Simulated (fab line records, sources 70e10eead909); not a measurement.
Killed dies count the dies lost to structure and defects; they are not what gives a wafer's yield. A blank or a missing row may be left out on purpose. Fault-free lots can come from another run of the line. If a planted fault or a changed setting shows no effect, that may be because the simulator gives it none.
What tool caused it? -- flow nandHarc -- 21 wafers from 7 lots sampled at 2 of the route's 1302 steps

== WHAT EACH GAUGE READ, for each wafer ==
NHARC_A_ZERO_WELL_INSPECT_17.
lot,measured,on,rawDefectCount
L374,day 7 10:59,defectInspect-01,12 6 3
L377,day 9 05:10,defectInspect-02,19 5 8
L379,day 10 01:43,defectInspect-01,13 19 20
L381,day 10 08:47,defectInspect-01,9 8 3
L390,day 14 12:25,defectInspect-02,24 10 15
L393,day 15 13:03,defectInspect-01,14 24 17
L395,day 16 10:25,defectInspect-02,4 2 5

== TOOL THAT RAN EACH LOT (tool first, then ch and the chambers of the sampled wafers, then the start) ==
lot,NHARC_P_BONDPAD_ANNEAL_28
L374,"rtpAnneal-02 ch 0, day 7 07:22"
L377,"rtpAnneal-02 ch 0, day 9 01:33"
L379,"rtpAnneal-01 ch 0, day 9 22:10"
L381,"rtpAnneal-02 ch 0, day 10 05:09"
L390,"rtpAnneal-02 ch 0, day 14 08:55"
L393,"rtpAnneal-02 ch 0, day 15 09:28"
L395,"rtpAnneal-01 ch 0, day 16 06:58"
- NHARC_P_BONDPAD_ANNEAL_28: time 90 s.

== THE ANSWER, worked out from the rows above alone ==
Rule: what is usual is taken from the lots themselves. The widest of any qualifying gaps counts: lots, ordered by their means at a reading, are off when they make up no more than a third of the lots, leave a main group of 4 or more, and stand apart from it by 3 or more times the standard deviation of that group's means. A main group is skipped when, at the precision printed for the reading in the tables above, its means are all equal. Also off: a lot with no number at a reading for which 4 or more lots have one. All remaining lots with rows at the step are treated as sound.
Nothing can be told from this: no lot is off at any reading shown.

== WHAT WAS PUT IN BY THE SIMULATOR ==
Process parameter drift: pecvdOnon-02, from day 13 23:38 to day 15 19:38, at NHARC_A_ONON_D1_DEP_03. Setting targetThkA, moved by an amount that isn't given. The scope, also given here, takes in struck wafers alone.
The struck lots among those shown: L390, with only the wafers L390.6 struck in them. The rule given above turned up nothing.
